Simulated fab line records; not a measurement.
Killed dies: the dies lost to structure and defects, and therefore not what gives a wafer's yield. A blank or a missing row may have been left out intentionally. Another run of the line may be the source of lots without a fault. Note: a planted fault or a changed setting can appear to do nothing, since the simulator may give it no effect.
Matching of chambers || flow n5 finfet || rie diel-06 running N5_FIN_CUT_STRIP_24: 4 sister chambers
The step strips in CF4. 14 wafers are shown with their chamber, then 7 later ones without.

## WAFERS PAIRED WITH THEIR CHAMBERS
{"wafer": "L074.1", "chamber": 3, "showerhead plenum p Torr (Torr)": 1.72, "throttle valve pct (%)": 13.64, "drypump motor current A (A)": 5.3}
{"wafer": "L074.2", "chamber": 0, "showerhead plenum p Torr (Torr)": 1.89, "throttle valve pct (%)": 13.50, "drypump motor current A (A)": 5.8}
{"wafer": "L074.3", "chamber": 2, "showerhead plenum p Torr (Torr)": 1.73, "throttle valve pct (%)": 13.83, "drypump motor current A (A)": 5.9}
{"wafer": "L078.3", "chamber": 2, "showerhead plenum p Torr (Torr)": 1.73, "throttle valve pct (%)": 13.84, "drypump motor current A (A)": 5.8}
{"wafer": "L078.4", "chamber": 3, "showerhead plenum p Torr (Torr)": 1.71, "throttle valve pct (%)": 13.64, "drypump motor current A (A)": 5.3}
{"wafer": "L078.6", "chamber": 1, "showerhead plenum p Torr (Torr)": 1.69, "throttle valve pct (%)": 13.89, "drypump motor current A (A)": 5.9}
{"wafer": "L079.2", "chamber": 2, "showerhead plenum p Torr (Torr)": 1.73, "throttle valve pct (%)": 13.83, "drypump motor current A (A)": 5.9}
{"wafer": "L079.3", "chamber": 0, "showerhead plenum p Torr (Torr)": 1.89, "throttle valve pct (%)": 13.51, "drypump motor current A (A)": 5.7}
{"wafer": "L079.4", "chamber": 3, "showerhead plenum p Torr (Torr)": 1.71, "throttle valve pct (%)": 13.66, "drypump motor current A (A)": 5.3}
{"wafer": "L083.2", "chamber": 1, "showerhead plenum p Torr (Torr)": 1.68, "throttle valve pct (%)": 13.92, "drypump motor current A (A)": 5.9}
{"wafer": "L083.5", "chamber": 1, "showerhead plenum p Torr (Torr)": 1.68, "throttle valve pct (%)": 13.92, "drypump motor current A (A)": 5.9}
{"wafer": "L083.6", "chamber": 0, "showerhead plenum p Torr (Torr)": 1.89, "throttle valve pct (%)": 13.52, "drypump motor current A (A)": 5.7}
{"wafer": "L087.3", "chamber": 2, "showerhead plenum p Torr (Torr)": 1.73, "throttle valve pct (%)": 13.85, "drypump motor current A (A)": 5.9}
{"wafer": "L087.4", "chamber": 1, "showerhead plenum p Torr (Torr)": 1.68, "throttle valve pct (%)": 13.94, "drypump motor current A (A)": 5.9}

SIGNATURES (averages over the wafers above)
{"reading": "showerhead plenum p Torr", "chamber 0": 1.8900, "chamber 1": 1.6825, "chamber 2": 1.7300, "chamber 3": 1.7133, "scatter within a chamber": 0.00376}
{"reading": "throttle valve pct", "chamber 0": 13.5100, "chamber 1": 13.9175, "chamber 2": 13.8375, "chamber 3": 13.6467, "scatter within a chamber": 0.0142}
{"reading": "drypump motor current A", "chamber 0": 5.733, "chamber 1": 5.900, "chamber 2": 5.875, "chamber 3": 5.300, "scatter within a chamber": 0.0376}
Rule: for each reading, subtract the chamber's mean from the wafer's reading, divide by that reading's scatter and square the result; add these up over the readings and take the root, which gives the wafer's distance from the chamber. The wafer belongs to the nearest chamber; if the next one is less than 2 further off, it can't be placed. The scatter: take each reading less its chamber's mean, square it, sum over the shown wafers, divide by the number of wafers less the number of chambers, and take the root.

## WAFERS WITHOUT THEIR CHAMBER
{"wafer": "L087.6", "showerhead plenum p Torr (Torr)": 1.68, "throttle valve pct (%)": 13.93, "drypump motor current A (A)": 5.9}
{"wafer": "L089.1", "showerhead plenum p Torr (Torr)": 1.88, "throttle valve pct (%)": 13.56, "drypump motor current A (A)": 5.7}
{"wafer": "L089.2", "showerhead plenum p Torr (Torr)": 1.73, "throttle valve pct (%)": 13.87, "drypump motor current A (A)": 5.9}
{"wafer": "L089.4", "showerhead plenum p Torr (Torr)": 1.71, "throttle valve pct (%)": 13.70, "drypump motor current A (A)": 5.3}
{"wafer": "L092.1", "showerhead plenum p Torr (Torr)": 1.88, "throttle valve pct (%)": 13.57, "drypump motor current A (A)": 5.7}
{"wafer": "L092.2", "showerhead plenum p Torr (Torr)": 1.68, "throttle valve pct (%)": 13.96, "drypump motor current A (A)": 5.9}
{"wafer": "L092.3", "showerhead plenum p Torr (Torr)": 1.73, "throttle valve pct (%)": 13.87, "drypump motor current A (A)": 5.9}

## WHICH CHAMBER EACH WENT THROUGH
{"wafer": "L087.6", "from the rows above": 1, "in truth": 1}
{"wafer": "L089.1", "from the rows above": 0, "in truth": 0}
{"wafer": "L089.2", "from the rows above": 2, "in truth": 2}
{"wafer": "L089.4", "from the rows above": 3, "in truth": 3}
{"wafer": "L092.1", "from the rows above": 0, "in truth": 0}
{"wafer": "L092.2", "from the rows above": 1, "in truth": 1}
{"wafer": "L092.3", "from the rows above": 2, "in truth": 2}
Correctly placed: 7 of 7. Can't be placed from these rows: 0. 0 placed wrongly.
